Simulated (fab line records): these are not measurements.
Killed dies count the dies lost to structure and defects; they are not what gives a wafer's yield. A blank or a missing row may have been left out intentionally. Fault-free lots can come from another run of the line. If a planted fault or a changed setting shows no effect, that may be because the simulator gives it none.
fab line records    flow n5_finfet    part 1 of 2: steps 1 to 4 of 6
record lots=24  wafers=72  last_day=18
route steps=1938 shown WELL_APT@50 PMOS_HMC_CHANNEL_EPI@68 FIN_SAQP@96
lots with no fault: from the same line, run without faults
start_h: start of the lot's first displayed wafer, in hours after the record's first day    wait_h: hours elapsed since this lot's preceding step    " the same as in the row above    L1.1+2: a single row standing in for several wafers    - no value present, or no start provided    * or withheld: withheld    < > ~ a bound
route shown NAME@n: a module of which the file shows steps, and the number in the route of the first    usual: mean/standard deviation of fault-free wafers    same: alike in all rows    chamber/n: place in a boat    sites: per-site readings    _std_site: standard deviation of those values    _edge_site: inner sites' mean taken away from outer sites' mean    radius_mm: how far each site lies from the wafer's centre    mask NAME#n: copy n    behind: the most recent tool/chamber to have shaped the wafer    hold: what put the lot on hold/how long, in hours/how the hold closed    device: names the non-switching transistor (n, p or np)    end of line: tests of these same wafers at the route's end    a step with no rows: only its recipe    killed: dies that structure and defects cost at the first sort, which is not the same as the wafer's yield    map: a wafer's dies, marking killed ones x, the rest . and places with no die _
set.NAME: the setting that was run; set.NAME@STEP: the one run at that earlier step    model.NAME: the simulator's own value behind a step, which no gauge read
steps of the route over a sample of lots; a table a step, a row a wafer
services: when a tool's chamber went out of use (start_h, in hours from the record's first day, below 0 if earlier), for how many hours, and the reason
## steps
# step N5_WELL_APT_RTA_34
# recipe temp_c=1000  time_s=10  ambient=N2  idle_temp_c=600  ramp_up_c_per_s=150  ramp_down_c_per_s=60  cool_to_c=600
# usual lamp_power_pct=13.01/0.053  wafer_temp_C_max=1003.6/1.1
lot.wafer  tool           chamber  start_h  wait_h  lamp_power_pct  wafer_temp_C_max
L074.2     rtp_anneal-02  0        15.85    0.1     12.97           1004.4
L074.5     "              0        "        "       13.05           1003.4
L074.6     "              0        "        "       12.93           1001.3
L075.2     rtp_anneal-02  0        21.84    0.0     12.95           1004.3
L075.3     "              0        "        "       12.96           1004.1
L075.5     "              0        "        "       12.99           1003.1
L076.1     rtp_anneal-02  0        28.14    0.0     12.93           1003.4
L076.2     "              0        "        "       13.12           1001.5
L076.5     "              0        "        "       13.08           1007.3
L077.1     rtp_anneal-02  0        33.71    0.0     13.01           1003.0
L077.2     "              0        "        "       13.06           1001.6
L077.5     "              0        "        "       13.00           1004.1
L078.1     rtp_anneal-02  0        39.87    0.0     13.03           1003.5
L078.4     "              0        "        "       12.97           1004.9
L078.6     "              0        "        "       13.03           1002.8
L079.2     rtp_anneal-02  0        46.35    0.0     13.01           1003.8
L079.3     "              0        "        "       13.01           1005.2
L079.4     "              0        "        "       12.92           1004.3
L080.1     rtp_anneal-01  0        51.67    0.0     12.97           1002.6
L080.3     "              0        "        "       12.98           1004.7
L080.4     "              0        "        "       13.05           1003.1
L081.2     rtp_anneal-02  0        57.71    0.0     13.06           1003.3
L081.5     "              0        "        "       13.06           1002.0
L081.6     "              0        "        "       13.01           1003.8
L082.1     rtp_anneal-02  0        63.65    0.0     13.03           1003.3
L082.5     "              0        "        "       13.02           1003.3
L082.6     "              0        "        "       13.14           1002.8
L083.1     rtp_anneal-02  0        70.12    0.0     13.12           1003.1
L083.3     "              0        "        "       12.96           1002.8
L083.4     "              0        "        "       12.99           1004.2
L084.1     rtp_anneal-02  0        76.37    0.0     13.05           1002.6
L084.3     "              0        "        "       12.91           1002.9
L084.6     "              0        "        "       13.02           1002.8
L085.1     rtp_anneal-02  0        81.77    0.0     12.97           1003.7
L085.3     "              0        "        "       13.01           1002.7
L085.6     "              0        "        "       13.06           1004.6
L086.3     rtp_anneal-01  0        88.42    0.1     12.97           1006.1
L086.4     "              0        "        "       12.99           1003.0
L086.5     "              0        "        "       12.94           1003.8
L087.1     rtp_anneal-02  0        96.04    0.0     13.02           1004.1
L087.4     "              0        "        "       13.06           1006.1
L087.5     "              0        "        "       13.08           1003.2
L088.1     rtp_anneal-01  0        100.23   0.0     12.97           1003.8
L088.3     "              0        "        "       13.02           1005.2
L088.6     "              0        "        "       13.02           1003.8
L089.1     rtp_anneal-02  0        106.23   0.0     13.04           1003.7
L089.3     "              0        "        "       13.06           1003.0
L089.5     "              0        "        "       13.13           1004.3
L090.2     rtp_anneal-01  0        111.75   0.0     13.00           1003.2
L090.4     "              0        "        "       13.03           1003.1
L090.6     "              0        "        "       12.98           1003.0
L091.1     rtp_anneal-01  0        117.58   0.0     13.00           1003.6
L091.5     "              0        "        "       13.07           1005.1
L091.6     "              0        "        "       12.98           1002.8
L092.4     rtp_anneal-01  0        124.36   0.2     13.09           1003.9
L092.5     "              0        "        "       13.02           1005.1
L092.6     "              0        "        "       13.03           1003.0
L093.2     rtp_anneal-02  0        130.01   0.0     13.10           1002.9
L093.4     "              0        "        "       12.98           1003.7
L093.5     "              0        "        "       13.00           1002.7
L094.2     rtp_anneal-01  0        136.03   0.0     13.01           1004.2
L094.4     "              0        "        "       13.02           1002.1
L094.6     "              0        "        "       12.96           1005.5
L095.1     rtp_anneal-02  0        141.68   0.0     13.08           1002.9
L095.4     "              0        "        "       12.99           1003.5
L095.5     "              0        "        "       13.08           1004.9
L096.2     rtp_anneal-01  0        147.98   0.1     12.97           1004.5
L096.4     "              0        "        "       13.03           1003.9
L096.6     "              0        "        "       13.00           1003.1
L097.4     rtp_anneal-01  0        153.86   0.1     13.08           1004.2
L097.5     "              0        "        "       12.96           1003.9
L097.6     "              0        "        "       13.01           1002.9
# step N5_WELL_APT_EPI_41
# recipe material=Si  target_thk_a=500  temp_c=650  precursor=SiH4/H2  pressure_torr=20  time_s=297.7
# usual lamp_inner_pct=15.4/0.6  throttle_valve_pct=11.56/0.19
lot.wafer  tool          chamber  start_h  wait_h  lamp_inner_pct  throttle_valve_pct
L074.2     epi_rpcvd-02  0        16.21    0.2     14.8            11.79
L074.5     "             0        "        "       14.8            11.47
L074.6     "             0        "        "       14.8            11.74
L075.2     epi_rpcvd-04  0        22.16    0.1     15.9            11.49
L075.3     "             0        "        "       15.7            11.58
L075.5     "             0        "        "       15.8            11.43
L076.1     epi_rpcvd-03  0        28.38    0.0     16.5            11.85
L076.2     "             0        "        "       16.7            11.66
L076.5     "             0        "        "       16.7            11.58
L077.1     epi_rpcvd-02  0        33.95    0.0     14.8            12.02
L077.2     "             0        "        "       14.8            11.52
L077.5     "             0        "        "       15.0            11.60
L078.1     epi_rpcvd-04  0        40.12    0.0     15.8            11.22
L078.4     "             0        "        "       15.5            11.22
L078.6     "             0        "        "       15.9            11.18
L079.2     epi_rpcvd-02  0        46.68    0.1     14.9            11.64
L079.3     "             0        "        "       15.0            11.97
L079.4     "             0        "        "       14.9            11.51
L080.1     epi_rpcvd-04  0        51.91    0.0     16.0            11.40
L080.3     "             0        "        "       15.7            11.51
L080.4     "             0        "        "       15.7            11.26
L081.2     epi_rpcvd-04  0        58.09    0.1     15.7            11.58
L081.5     "             0        "        "       15.8            11.18
L081.6     "             0        "        "       15.6            11.51
L082.1     epi_rpcvd-02  0        63.90    0.0     14.7            11.53
L082.5     "             0        "        "       14.9            11.61
L082.6     "             0        "        "       15.0            11.69
L083.1     epi_rpcvd-02  0        70.36    0.0     14.6            11.58
L083.3     "             0        "        "       14.8            11.81
L083.4     "             0        "        "       14.8            11.71
L084.1     epi_rpcvd-02  0        76.60    0.0     14.6            11.52
L084.3     "             0        "        "       14.9            11.69
L084.6     "             0        "        "       14.7            11.60
L085.1     epi_rpcvd-03  0        82.02    0.0     16.7            11.68
L085.3     "             0        "        "       16.8            11.85
L085.6     "             0        "        "       16.7            11.82
L086.3     epi_rpcvd-04  0        88.90    0.3     15.5            11.62
L086.4     "             0        "        "       15.8            11.69
L086.5     "             0        "        "       15.9            11.24
L087.1     epi_rpcvd-04  0        96.33    0.0     15.8            11.52
L087.4     "             0        "        "       15.9            11.25
L087.5     "             0        "        "       15.8            11.29
L088.1     epi_rpcvd-04  0        100.47   0.0     15.8            11.46
L088.3     "             0        "        "       15.7            11.45
L088.6     "             0        "        "       15.6            11.53
L089.1     epi_rpcvd-04  0        106.48   0.0     16.0            11.61
L089.3     "             0        "        "       15.6            11.31
L089.5     "             0        "        "       15.8            11.36
L090.2     epi_rpcvd-04  0        112.10   0.2     15.8            11.75
L090.4     "             0        "        "       15.6            11.69
L090.6     "             0        "        "       15.7            11.48
L091.1     epi_rpcvd-02  0        117.83   0.0     15.0            11.66
L091.5     "             0        "        "       14.8            11.74
L091.6     "             0        "        "       14.8            11.85
L092.4     epi_rpcvd-04  0        124.94   0.4     15.7            11.58
L092.5     "             0        "        "       15.9            11.48
L092.6     "             0        "        "       15.9            11.49
L093.2     epi_rpcvd-02  0        130.34   0.1     14.7            11.59
L093.4     "             0        "        "       14.8            11.70
L093.5     "             0        "        "       14.7            11.38
L094.2     epi_rpcvd-04  0        136.43   0.2     15.7            11.09
L094.4     "             0        "        "       15.7            11.46
L094.6     "             0        "        "       15.9            11.34
L095.1     epi_rpcvd-02  0        141.93   0.0     14.8            11.58
L095.4     "             0        "        "       14.8            11.49
L095.5     "             0        "        "       14.8            11.70
L096.2     epi_rpcvd-04  0        148.33   0.2     15.6            11.49
L096.4     "             0        "        "       15.8            11.22
L096.6     "             0        "        "       15.8            11.86
L097.4     epi_rpcvd-02  0        154.34   0.3     14.9            11.69
L097.5     "             0        "        "       14.8            11.87
L097.6     "             0        "        "       14.8            11.93
# step N5_PMOS_HMC_CHANNEL_EPI_DESCUM_14
# recipe chemistry=O2  time_s=7.9  source_power_w=50  bias_power_w=20  pressure_mtorr=20  rf_frequency_hz=2.712e+07  temp_c=40  resist=CAR-ArF-block  o2_flow_sccm=225
# usual drypump_motor_current_A=5.9/0.41  oes_product_au=0.76/0.064  rf_vpp_V=243.9/1.2  showerhead_plenum_p_Torr=2.13/0.053  temp_c=39.99/0.12  throttle_valve_pct=20.48/0.25
lot.wafer  tool         chamber  start_h  wait_h  drypump_motor_current_A  oes_product_au  rf_hours_counter_h  rf_vpp_V  showerhead_plenum_p_Torr  temp_c  throttle_valve_pct
L074.2     rie_diel-03  1        17.37    0.1     5.7                      0.74            146                 245.1     2.17                      39.91   20.37
L074.5     "            2        "        "       5.7                      0.86            -                   241.2     2.06                      39.78   20.29
L074.6     "            1        "        "       5.7                      0.74            -                   244.2     2.17                      40.06   20.38
L075.2     rie_diel-03  3        23.22    0.0     6.3                      0.70            220                 245.7     2.16                      39.97   20.37
L075.3     "            1        "        "       5.7                      0.74            148                 244.1     2.17                      40.23   20.37
L075.5     "            1        "        "       5.7                      0.74            -                   244.5     2.17                      40.11   20.35
L076.1     rie_diel-04  1        29.42    0.0     6.3                      0.79            100                 245.0     2.19                      40.19   20.26
L076.2     "            0        "        "       6.1                      0.92            26                  242.6     2.14                      40.10   19.99
L076.5     "            3        "        "       5.3                      0.78            -                   245.2     2.18                      40.16   20.68
L077.1     rie_diel-04  0        35.34    0.2     6.0                      0.92            28                  244.4     2.14                      39.88   19.97
L077.2     "            2        "        "       6.4                      0.71            192                 243.4     2.15                      40.05   20.63
L077.5     "            3        "        "       5.3                      0.78            -                   245.2     2.18                      39.81   20.69
L078.1     rie_diel-06  1        41.28    0.0     5.3                      0.81            101                 244.2     2.12                      39.94   20.51
L078.4     "            0        "        "       5.4                      0.73            152                 244.5     2.09                      40.11   20.78
L078.6     "            3        "        "       6.0                      0.74            -                   242.6     1.99                      40.19   20.61
L079.2     rie_diel-03  1        47.74    0.0     5.7                      0.73            153                 243.2     2.16                      39.84   20.36
L079.3     "            2        "        "       5.7                      0.84            54                  242.5     2.05                      39.97   20.30
L079.4     "            0        "        "       6.2                      0.71            189                 243.6     2.18                      40.04   20.83
L080.1     rie_diel-04  3        53.07    0.0     5.3                      0.77            152                 244.7     2.18                      39.99   20.67
L080.3     "            0        "        "       6.1                      0.90            34                  245.2     2.14                      40.19   19.97
L080.4     "            1        "        "       6.3                      0.78            108                 243.3     2.19                      40.11   20.28
L081.2     rie_diel-04  1        59.03    0.0     6.3                      0.79            108                 244.5     2.19                      39.89   20.28
L081.5     "            3        "        "       5.4                      0.78            -                   244.0     2.18                      40.03   20.67
L081.6     "            2        "        "       6.3                      0.71            -                   245.2     2.15                      39.91   20.63
L082.1     rie_diel-03  2        65.64    0.6     5.7                      0.84            59                  242.2     2.05                      40.01   20.31
L082.5     "            2        "        "       5.7                      0.84            -                   242.1     2.05                      40.00   20.31
L082.6     "            1        "        "       5.7                      0.72            -                   244.7     2.16                      40.13   20.40
L083.1     rie_diel-06  2        71.54    0.0     5.5                      0.83            50                  242.0     2.04                      40.02   20.30
L083.3     "            0        "        "       5.4                      0.73            160                 242.4     2.09                      39.96   20.82
L083.4     "            3        "        "       6.0                      0.73            169                 242.1     1.99                      39.83   20.63
L084.1     rie_diel-04  2        78.05    0.3     6.4                      0.71            204                 243.2     2.15                      40.02   20.67
L084.3     "            1        "        "       6.3                      0.77            114                 245.6     2.18                      40.01   20.28
L084.6     "            1        "        "       6.3                      0.78            -                   245.4     2.18                      39.92   20.29
L085.1     rie_diel-04  2        83.06    0.0     6.4                      0.70            205                 244.1     2.15                      40.16   20.66
L085.3     "            1        "        "       6.3                      0.78            115                 244.3     2.18                      40.22   20.28
L085.6     "            3        "        "       5.3                      0.77            -                   245.6     2.18                      40.08   20.70
L086.3     rie_diel-03  2        90.00    0.0     5.7                      0.82            65                  241.4     2.05                      39.82   20.33
L086.4     "            3        "        "       6.3                      0.69            235                 243.7     2.16                      39.98   20.38
L086.5     "            2        "        "       5.7                      0.83            -                   242.7     2.05                      40.04   20.33
L087.1     rie_diel-04  1        97.87    0.2     6.3                      0.77            119                 244.1     2.18                      39.88   20.30
L087.4     "            2        "        "       6.4                      0.70            209                 243.8     2.15                      39.91   20.70
L087.5     "            1        "        "       6.3                      0.77            -                   245.8     2.18                      40.04   20.28
L088.1     rie_diel-04  3        101.94   0.1     5.3                      0.76            164                 243.9     2.18                      39.90   20.70
L088.3     "            0        "        "       6.1                      0.89            42                  243.8     2.14                      39.79   19.98
L088.6     "            3        "        "       5.3                      0.76            -                   244.5     2.18                      40.04   20.70
L089.1     rie_diel-04  1        108.22   0.4     6.3                      0.76            121                 245.6     2.18                      40.04   20.29
L089.3     "            2        "        "       6.4                      0.70            211                 244.8     2.15                      40.08   20.66
L089.5     "            1        "        "       6.4                      0.77            -                   244.4     2.18                      40.12   20.30
L090.2     rie_diel-06  1        113.33   0.0     5.3                      0.78            122                 243.6     2.12                      39.82   20.53
L090.4     "            0        "        "       5.4                      0.71            172                 243.9     2.08                      39.79   20.82
L090.6     "            3        "        "       5.9                      0.72            -                   242.2     1.99                      40.00   20.64
L091.1     rie_diel-06  0        118.99   0.0     5.4                      0.72            174                 242.5     2.08                      39.95   20.82
L091.5     "            2        "        "       5.5                      0.83            -                   243.3     2.04                      39.97   20.31
L091.6     "            1        "        "       5.3                      0.79            -                   243.4     2.11                      40.04   20.54
L092.4     rie_diel-06  0        125.90   0.0     5.4                      0.72            176                 243.6     2.08                      40.02   20.83
L092.5     "            1        "        "       5.3                      0.78            -                   242.9     2.11                      39.94   20.55
L092.6     "            2        "        "       5.5                      0.83            -                   243.0     2.04                      40.02   20.33
L093.2     rie_diel-04  1        131.42   0.0     6.3                      0.76            128                 245.2     2.18                      40.07   20.31
L093.4     "            0        "        "       6.1                      0.88            50                  244.5     2.13                      40.01   20.00
L093.5     "            3        "        "       5.3                      0.76            -                   245.1     2.17                      40.19   20.72
L094.2     rie_diel-04  1        138.00   0.1     6.3                      0.75            131                 243.7     2.18                      40.30   20.32
L094.4     "            3        "        "       5.3                      0.75            173                 245.2     2.17                      40.10   20.72
L094.6     "            3        "        "       5.3                      0.75            -                   244.4     2.17                      40.02   20.73
L095.1     rie_diel-03  0        143.09   0.0     6.2                      0.70            222                 245.1     2.17                      39.96   20.87
L095.4     "            3        "        "       6.3                      0.68            -                   244.3     2.15                      39.87   20.42
L095.5     "            0        "        "       6.2                      0.69            -                   244.2     2.17                      40.01   20.90
L096.2     rie_diel-04  0        149.44   0.0     6.1                      0.87            56                  242.8     2.13                      39.88   20.00
L096.4     "            3        "        "       5.4                      0.75            177                 244.5     2.17                      39.91   20.71
L096.6     "            0        "        "       6.1                      0.88            -                   243.4     2.13                      39.93   20.02
L097.4     rie_diel-03  0        155.24   0.0     6.2                      0.70            -                   244.8     2.17                      39.96   20.87
L097.5     "            1        "        "       5.7                      0.71            -                   243.6     2.15                      39.87   20.44
L097.6     "            3        "        "       6.3                      0.67            -                   245.9     2.15                      39.92   20.42
# step N5_FIN_SAQP_HM_DEP_03
# recipe material=SiNx  target_thk_a=380  temp_c=400  precursor=SiH4/NH3/N2  pressure_torr=1.5  rf_w=300  time_s=33.6
# usual heater_power_w=793/75  showerhead_plenum_p_Torr=5.16/0.083  throttle_valve_pct=39.0/1.1
lot.wafer  tool      chamber  start_h  wait_h  heater_power_w  showerhead_plenum_p_Torr  throttle_valve_pct
L074.2     pecvd-04  0        21.20    0.3     788             5.20                      40.6
L074.5     "         2        "        "       735             5.13                      39.5
L074.6     "         0        "        "       811             5.21                      40.8
L075.2     pecvd-02  2        26.51    0.2     838             5.18                      38.6
L075.3     "         1        "        "       782             5.05                      38.1
L075.5     "         2        "        "       833             5.19                      38.5
L076.1     pecvd-02  2        33.10    0.2     860             5.18                      38.6
L076.2     "         0        "        "       796             5.10                      38.3
L076.5     "         0        "        "       800             5.10                      38.5
L077.1     pecvd-02  2        38.91    0.2     808             5.19                      38.4
L077.2     "         0        "        "       767             5.09                      38.2
L077.5     "         2        "        "       819             5.17                      38.6
L078.1     pecvd-03  2        44.57    0.2     699             5.12                      38.2
L078.4     "         2        "        "       695             5.11                      38.3
L078.6     "         0        "        "       873             5.12                      37.6
L079.2     pecvd-02  0        51.03    0.2     909             5.11                      38.5
L079.3     "         2        "        "       734             5.19                      38.6
L079.4     "         1        "        "       766             5.07                      37.9
L080.1     pecvd-03  0        58.38    0.2     815             5.12                      37.6
L080.3     "         2        "        "       689             5.13                      38.4
L080.4     "         2        "        "       672             5.13                      38.3
L081.2     pecvd-04  2        63.56    0.2     846             5.15                      39.7
L081.5     "         1        "        "       699             5.07                      41.2
L081.6     "         2        "        "       841             5.13                      39.6
L082.1     pecvd-04  2        69.13    0.2     768             5.14                      39.9
L082.5     "         1        "        "       705             5.08                      41.2
L082.6     "         2        "        "       776             5.13                      39.9
L083.1     pecvd-03  1        76.12    0.2     797             5.31                      39.0
L083.3     "         2        "        "       624             5.13                      38.5
L083.4     "         0        "        "       780             5.13                      37.9
L084.1     pecvd-04  0        81.72    0.2     750             5.22                      41.1
L084.3     "         2        "        "       850             5.13                      39.9
L084.6     "         2        "        "       871             5.15                      39.5
L085.1     pecvd-04  2        88.91    0.2     820             5.14                      40.0
L085.3     "         1        "        "       790             5.09                      41.5
L085.6     "         0        "        "       725             5.20                      41.0
L086.3     pecvd-02  0        93.38    0.1     867             5.12                      38.5
L086.4     "         2        "        "       844             5.19                      38.7
L086.5     "         0        "        "       864             5.11                      38.5
L087.1     pecvd-02  0        101.77   0.2     920             5.10                      38.6
L087.4     "         1        "        "       856             5.04                      38.2
L087.5     "         0        "        "       898             5.10                      38.6
L088.1     pecvd-02  1        105.54   0.2     863             5.04                      38.1
L088.3     "         0        "        "       949             5.10                      38.5
L088.6     "         1        "        "       857             5.06                      38.0
L089.1     pecvd-03  1        111.69   0.2     779             5.33                      39.5
L089.3     "         2        "        "       655             5.12                      38.5
L089.5     "         1        "        "       789             5.32                      39.5
L090.2     pecvd-03  1        116.86   0.2     771             5.33                      39.5
L090.4     "         2        "        "       664             5.11                      38.3
L090.6     "         1        "        "       784             5.32                      39.5
L091.1     pecvd-03  0        122.72   0.2     802             5.13                      37.7
L091.5     "         2        "        "       685             5.12                      38.4
L091.6     "         0        "        "       834             5.13                      37.9
L092.4     pecvd-03  2        129.55   0.1     690             5.12                      38.2
L092.5     "         1        "        "       891             5.34                      39.6
L092.6     "         0        "        "       901             5.13                      37.8
L093.2     pecvd-03  0        135.15   0.2     868             5.13                      38.0
L093.4     "         0        "        "       855             5.12                      38.1
L093.5     "         2        "        "       704             5.13                      38.4
L094.2     pecvd-03  2        141.61   0.2     653             5.13                      38.2
L094.4     "         2        "        "       661             5.12                      38.3
L094.6     "         0        "        "       753             5.12                      38.0
L095.1     pecvd-03  0        146.71   0.2     834             5.12                      38.1
L095.4     "         0        "        "       841             5.14                      38.0
L095.5     "         1        "        "       796             5.33                      39.6
L096.2     pecvd-04  2        152.83   0.2     861             5.13                      40.2
L096.4     "         0        "        "       738             5.20                      40.8
L096.6     "         1        "        "       726             5.08                      41.3
L097.4     pecvd-03  0        158.64   0.1     888             5.14                      38.0
L097.5     "         2        "        "       694             5.12                      38.1
L097.6     "         1        "        "       783             5.33                      39.9
